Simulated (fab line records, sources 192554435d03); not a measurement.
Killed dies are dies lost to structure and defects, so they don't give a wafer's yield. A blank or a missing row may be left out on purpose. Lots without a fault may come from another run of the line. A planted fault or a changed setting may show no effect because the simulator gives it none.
Which tool did it? | flow n5_finfet | 7 lots, 20 wafers sampled, at 2 steps of a route of 1938

WHAT THE GAUGES READ, wafer by wafer
N5_BEOL_M6_INSPECT_13: inspects for defects (brightfield).
lot  | measured     | on                | raw_defect_count
L395 | day 9 07:23  | defect_inspect-01 | 352 348 326
L399 | day 10 00:50 | defect_inspect-02 | 435 357 415
L401 | day 10 14:31 | defect_inspect-01 | 302 417 305
L409 | day 12 18:39 | defect_inspect-01 | 524 535 517
L413 | day 13 16:36 | defect_inspect-02 | 466 498
L415 | day 14 10:38 | defect_inspect-01 | 482 561 542
L417 | day 14 15:14 | defect_inspect-01 | 428 442 485

WHICH TOOL RAN EACH LOT (tool, then ch and the chambers of the sampled wafers, then the start)
lot  | N5_BEOL_M6_CURE_74
L395 | uv_cure-01 ch 2, day 9 04:47
L399 | uv_cure-03 ch 1, day 9 22:20
L401 | uv_cure-01 ch 2, day 10 13:07
L409 | uv_cure-02 ch 0, day 12 15:59
L413 | uv_cure-01 ch 2, day 13 14:35
L415 | uv_cure-03 ch 1, day 14 08:56
L417 | uv_cure-03 ch 0, day 14 13:44
- N5_BEOL_M6_CURE_74: cures SiCOH lowk, time 240 s.

THE ANSWER, worked out from the rows above alone
Rule: what is usual is taken from the lots themselves. Put in order of their means at a reading, lots are off if they are a third of the lots or fewer, leave a main group of 4 or more, and stand apart from it by a gap of 3 or more times the standard deviation of the main group's means; of several such gaps the widest counts. A main group whose means are all the same, to the digits that the tables above print for the reading, isn't used. A lot without any number at a reading at which 4 lots or more have one is off too. The other lots that the step has rows for count as sound.
No lot is off at any reading shown: from this, nothing can be told.

WHAT THE SIMULATOR HAD PUT IN
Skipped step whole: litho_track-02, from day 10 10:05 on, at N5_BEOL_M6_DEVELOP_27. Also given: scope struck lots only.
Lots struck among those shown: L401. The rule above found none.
